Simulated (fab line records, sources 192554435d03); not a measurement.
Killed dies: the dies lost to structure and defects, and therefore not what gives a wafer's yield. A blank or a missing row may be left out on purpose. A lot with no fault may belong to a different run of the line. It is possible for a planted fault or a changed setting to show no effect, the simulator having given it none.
Matching of chambers :: flow n5_finfet :: N5_MOL_CONTACT_COAG_ETCHBACK_132 on rie_diel-03 has 4 sister chambers
The step etches SiO2 in CHF3, target depth 10 nm, time 6.7 s. 4 wafers are shown with their chamber, then 8 later ones without.

== WAFERS, EACH WITH ITS CHAMBER ==
wafer: L091.2
chamber: 0
showerhead_plenum_p_Torr (Torr): 2.36

wafer: L094.3
chamber: 1
showerhead_plenum_p_Torr (Torr): 2.31

wafer: L094.5
chamber: 2
showerhead_plenum_p_Torr (Torr): 2.42

wafer: L095.2
chamber: 3
showerhead_plenum_p_Torr (Torr): 2.40

== WAFERS WITHOUT THEIR CHAMBER ==
wafer: L095.4
showerhead_plenum_p_Torr (Torr): 2.36

wafer: L095.5
showerhead_plenum_p_Torr (Torr): 2.36

wafer: L096.1
showerhead_plenum_p_Torr (Torr): 2.35

wafer: L096.4
showerhead_plenum_p_Torr (Torr): 2.31

wafer: L096.6
showerhead_plenum_p_Torr (Torr): 2.42

wafer: L097.3
showerhead_plenum_p_Torr (Torr): 2.35

wafer: L097.4
showerhead_plenum_p_Torr (Torr): 2.40

wafer: L097.6
showerhead_plenum_p_Torr (Torr): 2.41

== CHAMBER TAKEN BY EACH ==
wafer: L095.4
from the rows above: 0
in truth: 0

wafer: L095.5
from the rows above: 0
in truth: 0

wafer: L096.1
from the rows above: 0
in truth: 0

wafer: L096.4
from the rows above: 1
in truth: 1

wafer: L096.6
from the rows above: 2
in truth: 2

wafer: L097.3
from the rows above: 0
in truth: 0

wafer: L097.4
from the rows above: 3
in truth: 3

wafer: L097.6
from the rows above: can't be placed: 2 or 3
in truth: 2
7 of 8 placed correctly. Cannot be placed on the basis of these rows: 1; the candidates contain the true chamber in 1. Wrongly placed: 0.
How it was worked out, from the rows above alone: a wafer's distance from a chamber is the root of the sum, over the readings, of the square of ((its reading less the chamber's mean) divided by the reading's scatter). If the next closest chamber is less than 2 further off than the closest, the wafer can't be placed; otherwise it belongs to the closest. Each chamber's mean is taken over the wafers shown for it. The scatter: with one shown wafer a chamber, the root of the mean of the squares of how far each hidden wafer lies from its nearest shown one.
